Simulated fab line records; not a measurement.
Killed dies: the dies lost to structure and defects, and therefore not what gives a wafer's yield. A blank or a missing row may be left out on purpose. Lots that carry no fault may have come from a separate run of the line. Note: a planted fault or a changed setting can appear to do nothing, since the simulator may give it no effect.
Which tool did it? :: flow n5-finfet :: 72 wafers from 24 lots sampled at 2 of the route's 1938 steps

== WHAT THE GAUGES SHOWED, per wafer ==
N5_HKMG_FIN_THK_MEAS_70: measures by xrf.
lot: L074
measured: day 4 01:44
on: film-metro-01
HK_THK (nm): 1.594 1.602 1.610

lot: L075
measured: day 4 09:59
on: film-metro-01
HK_THK (nm): 1.579 1.591 1.595

lot: L076
measured: day 4 15:55
on: film-metro-01
HK_THK (nm): 1.581 1.585 1.574

lot: L077
measured: day 4 20:07
on: film-metro-02
HK_THK (nm): 1.599 1.610 1.624

lot: L078
measured: day 5 03:44
on: film-metro-01
HK_THK (nm): 1.593 1.569 1.576

lot: L079
measured: day 5 10:50
on: film-metro-01
HK_THK (nm): 1.602 1.600 1.624

lot: L080
measured: day 5 15:58
on: film-metro-01
HK_THK (nm): 1.593 1.581 1.601

lot: L081
measured: day 5 19:08
on: film-metro-02
HK_THK (nm): 1.585 1.605 1.589

lot: L082
measured: day 6 04:31
on: film-metro-02
HK_THK (nm): 1.566 1.558 1.616

lot: L083
measured: day 6 10:58
on: film-metro-02
HK_THK (nm): 1.627 1.619 1.604

lot: L084
measured: day 6 16:47
on: film-metro-01
HK_THK (nm): 1.581 1.571 1.592

lot: L085
measured: day 6 23:07
on: film-metro-01
HK_THK (nm): 1.581 1.592 1.577

lot: L086
measured: day 7 05:35
on: film-metro-02
HK_THK (nm): 1.608 1.602 1.556

lot: L087
measured: day 7 08:20
on: film-metro-02
HK_THK (nm): 1.554 1.619 1.611

lot: L088
measured: day 7 11:27
on: film-metro-02
HK_THK (nm): 1.579 1.609 1.584

lot: L089
measured: day 7 18:49
on: film-metro-02
HK_THK (nm): 1.565 1.582 1.548

lot: L090
measured: day 8 00:53
on: film-metro-02
HK_THK (nm): 1.608 1.626 1.607

lot: L091
measured: day 8 07:07
on: film-metro-01
HK_THK (nm): 1.592 1.586 1.586

lot: L092
measured: day 8 13:53
on: film-metro-01
HK_THK (nm): 1.600 1.579 1.598

lot: L093
measured: day 8 19:44
on: film-metro-01
HK_THK (nm): 1.559 1.575 1.562

lot: L094
measured: day 9 02:56
on: film-metro-01
HK_THK (nm): 1.590 1.550 1.577

lot: L095
measured: day 9 06:43
on: film-metro-02
HK_THK (nm): 1.614 1.573 1.590

lot: L096
measured: day 9 19:07
on: film-metro-02
HK_THK (nm): 1.581 1.576 1.604

lot: L097
measured: day 9 20:35
on: film-metro-02
HK_THK (nm): 1.609 1.588 1.597

== WHAT TOOL EACH LOT RAN ON (gives the tool, then ch and the chambers of the sampled wafers, and finally the start) ==
lot: L074
N5_HKMG_FIN_STRIP_93: rie-diel-01 ch 0,2, day 4 00:02

lot: L075
N5_HKMG_FIN_STRIP_93: rie-diel-03 ch 0,1,3, day 4 08:15

lot: L076
N5_HKMG_FIN_STRIP_93: rie-diel-03 ch 0,2,3, day 4 13:58

lot: L077
N5_HKMG_FIN_STRIP_93: rie-diel-01 ch 0,2, day 4 18:21

lot: L078
N5_HKMG_FIN_STRIP_93: rie-diel-03 ch 0,3, day 5 02:03

lot: L079
N5_HKMG_FIN_STRIP_93: rie-diel-05 ch 0,1,3, day 5 09:07

lot: L080
N5_HKMG_FIN_STRIP_93: rie-diel-01 ch 1,3, day 5 14:17

lot: L081
N5_HKMG_FIN_STRIP_93: rie-diel-05 ch 0,2,3, day 5 17:24

lot: L082
N5_HKMG_FIN_STRIP_93: rie-diel-01 ch 0,3, day 6 02:50

lot: L083
N5_HKMG_FIN_STRIP_93: rie-diel-01 ch 0,1,3, day 6 09:13

lot: L084
N5_HKMG_FIN_STRIP_93: rie-diel-01 ch 0,1,3, day 6 14:57

lot: L085
N5_HKMG_FIN_STRIP_93: rie-diel-03 ch 1,3, day 6 21:17

lot: L086
N5_HKMG_FIN_STRIP_93: rie-diel-03 ch 1,2, day 7 03:41

lot: L087
N5_HKMG_FIN_STRIP_93: rie-diel-01 ch 0,1,3, day 7 06:33

lot: L088
N5_HKMG_FIN_STRIP_93: rie-diel-03 ch 2,3, day 7 09:29

lot: L089
N5_HKMG_FIN_STRIP_93: rie-diel-03 ch 2,3, day 7 17:02

lot: L090
N5_HKMG_FIN_STRIP_93: rie-diel-03 ch 1,3, day 7 22:57

lot: L091
N5_HKMG_FIN_STRIP_93: rie-diel-01 ch 1,2,3, day 8 05:02

lot: L092
N5_HKMG_FIN_STRIP_93: rie-diel-05 ch 0,3, day 8 12:11

lot: L093
N5_HKMG_FIN_STRIP_93: rie-diel-01 ch 0,1, day 8 18:00

lot: L094
N5_HKMG_FIN_STRIP_93: rie-diel-03 ch 0,1,2, day 9 01:13

lot: L095
N5_HKMG_FIN_STRIP_93: rie-diel-05 ch 2,3, day 9 04:58

lot: L096
N5_HKMG_FIN_STRIP_93: rie-diel-03 ch 0,3, day 9 17:25

lot: L097
N5_HKMG_FIN_STRIP_93: rie-diel-05 ch 0,1,2, day 9 18:51
- N5_HKMG_FIN_STRIP_93: strips SOC in N2/H2, time 20 s.

== WHAT THE TOOLS THEMSELVES READ (means of the sampled wafers that have a number; where no wafer has one, the mark that the record gives instead) ==
N5_HKMG_FIN_STRIP_93.
lot: L074
tool: rie-diel-01
drypump-motor-current-A (A): 5.5
oes-product-au (a.u.): 0.68
rf-vpp-V (V): 53.3
showerhead-plenum-p-Torr (Torr): 3.31
throttle-valve-pct (%): 19.0

lot: L075
tool: rie-diel-03
drypump-motor-current-A (A): 5.9
oes-product-au (a.u.): 0.80
rf-vpp-V (V): 55.0
showerhead-plenum-p-Torr (Torr): 3.37
throttle-valve-pct (%): 18.9

lot: L076
tool: rie-diel-03
drypump-motor-current-A (A): 5.9
oes-product-au (a.u.): 0.71
rf-vpp-V (V): 53.7
showerhead-plenum-p-Torr (Torr): 3.24
throttle-valve-pct (%): 18.9

lot: L077
tool: rie-diel-01
drypump-motor-current-A (A): 5.5
oes-product-au (a.u.): 0.67
rf-vpp-V (V): 53.5
showerhead-plenum-p-Torr (Torr): 3.30
throttle-valve-pct (%): 19.0

lot: L078
tool: rie-diel-03
drypump-motor-current-A (A): 5.9
oes-product-au (a.u.): 0.70
rf-vpp-V (V): 53.8
showerhead-plenum-p-Torr (Torr): 3.23
throttle-valve-pct (%): 18.9

lot: L079
tool: rie-diel-05
drypump-motor-current-A (A): 5.5
oes-product-au (a.u.): 0.74
rf-vpp-V (V): 54.0
showerhead-plenum-p-Torr (Torr): 3.31
throttle-valve-pct (%): 19.3

lot: L080
tool: rie-diel-01
drypump-motor-current-A (A): 6.0
oes-product-au (a.u.): 0.95
rf-vpp-V (V): 54.5
showerhead-plenum-p-Torr (Torr): 3.40
throttle-valve-pct (%): 19.2

lot: L081
tool: rie-diel-05
drypump-motor-current-A (A): 5.6
oes-product-au (a.u.): 0.81
rf-vpp-V (V): 53.7
showerhead-plenum-p-Torr (Torr): 3.38
throttle-valve-pct (%): 19.0

lot: L082
tool: rie-diel-01
drypump-motor-current-A (A): 6.0
oes-product-au (a.u.): 0.95
rf-vpp-V (V): 54.1
showerhead-plenum-p-Torr (Torr): 3.39
throttle-valve-pct (%): 18.8

lot: L083
tool: rie-diel-01
drypump-motor-current-A (A): 6.0
oes-product-au (a.u.): 0.93
rf-vpp-V (V): 54.5
showerhead-plenum-p-Torr (Torr): 3.39
throttle-valve-pct (%): 19.0

lot: L084
tool: rie-diel-01
drypump-motor-current-A (A): 6.0
oes-product-au (a.u.): 0.93
rf-vpp-V (V): 54.5
showerhead-plenum-p-Torr (Torr): 3.39
throttle-valve-pct (%): 19.1

lot: L085
tool: rie-diel-03
drypump-motor-current-A (A): 6.2
oes-product-au (a.u.): 0.79
rf-vpp-V (V): 54.2
showerhead-plenum-p-Torr (Torr): 3.41
throttle-valve-pct (%): 18.6

lot: L086
tool: rie-diel-03
drypump-motor-current-A (A): 5.6
oes-product-au (a.u.): 0.75
rf-vpp-V (V): 54.8
showerhead-plenum-p-Torr (Torr): 3.34
throttle-valve-pct (%): 19.2

lot: L087
tool: rie-diel-01
drypump-motor-current-A (A): 6.0
oes-product-au (a.u.): 0.92
rf-vpp-V (V): 54.3
showerhead-plenum-p-Torr (Torr): 3.39
throttle-valve-pct (%): 19.0

lot: L088
tool: rie-diel-03
drypump-motor-current-A (A): 5.9
oes-product-au (a.u.): 0.69
rf-vpp-V (V): 53.4
showerhead-plenum-p-Torr (Torr): 3.25
throttle-valve-pct (%): 19.0

lot: L089
tool: rie-diel-03
drypump-motor-current-A (A): 5.9
oes-product-au (a.u.): 0.69
rf-vpp-V (V): 54.1
showerhead-plenum-p-Torr (Torr): 3.25
throttle-valve-pct (%): 19.0

lot: L090
tool: rie-diel-03
drypump-motor-current-A (A): 5.8
oes-product-au (a.u.): 0.84
rf-vpp-V (V): 54.9
showerhead-plenum-p-Torr (Torr): 3.49
throttle-valve-pct (%): 18.9

lot: L091
tool: rie-diel-01
drypump-motor-current-A (A): 5.8
oes-product-au (a.u.): 0.90
rf-vpp-V (V): 54.1
showerhead-plenum-p-Torr (Torr): 3.37
throttle-valve-pct (%): 18.8

lot: L092
tool: rie-diel-05
drypump-motor-current-A (A): 5.5
oes-product-au (a.u.): 0.76
rf-vpp-V (V): 54.2
showerhead-plenum-p-Torr (Torr): 3.24
throttle-valve-pct (%): 19.3

lot: L093
tool: rie-diel-01
drypump-motor-current-A (A): 5.7
oes-product-au (a.u.): 0.88
rf-vpp-V (V): 53.7
showerhead-plenum-p-Torr (Torr): 3.30
throttle-valve-pct (%): 19.1

lot: L094
tool: rie-diel-03
drypump-motor-current-A (A): 5.6
oes-product-au (a.u.): 0.83
rf-vpp-V (V): 54.4
showerhead-plenum-p-Torr (Torr): 3.45
throttle-valve-pct (%): 19.1

lot: L095
tool: rie-diel-05
drypump-motor-current-A (A): 5.6
oes-product-au (a.u.): 0.79
rf-vpp-V (V): 54.6
showerhead-plenum-p-Torr (Torr): 3.50
throttle-valve-pct (%): 18.9

lot: L096
tool: rie-diel-03
drypump-motor-current-A (A): 6.2
oes-product-au (a.u.): 0.78
rf-vpp-V (V): 54.4
showerhead-plenum-p-Torr (Torr): 3.40
throttle-valve-pct (%): 18.6

lot: L097
tool: rie-diel-05
drypump-motor-current-A (A): 5.6
oes-product-au (a.u.): 0.83
rf-vpp-V (V): 54.2
showerhead-plenum-p-Torr (Torr): 3.31
throttle-valve-pct (%): 19.1

== THE ANSWER, worked out from the rows above alone ==
Rule: the lots themselves supply what counts as usual. The widest of any qualifying gaps counts: lots, ordered by their means at a reading, are off when they make up no more than a third of the lots, leave a main group of 4 or more, and stand apart from it by 3 or more times the standard deviation of that group's means. A main group is skipped when, at the precision printed for the reading in the tables above, its means are all equal. Also off: a lot with no number at a reading for which 4 or more lots have one. The other lots that the step has rows for count as sound. The gauges are gone through in route order, then the tools' own readings, and for those a lot's mean is taken as printed above. The first step at which some lot is off is used, and at that step the reading that is off furthest; a lot without a number counts as furthest.
No lot is off on any of the readings shown, so nothing can be concluded from this.

== WHAT WAS PUT IN BY THE SIMULATOR ==
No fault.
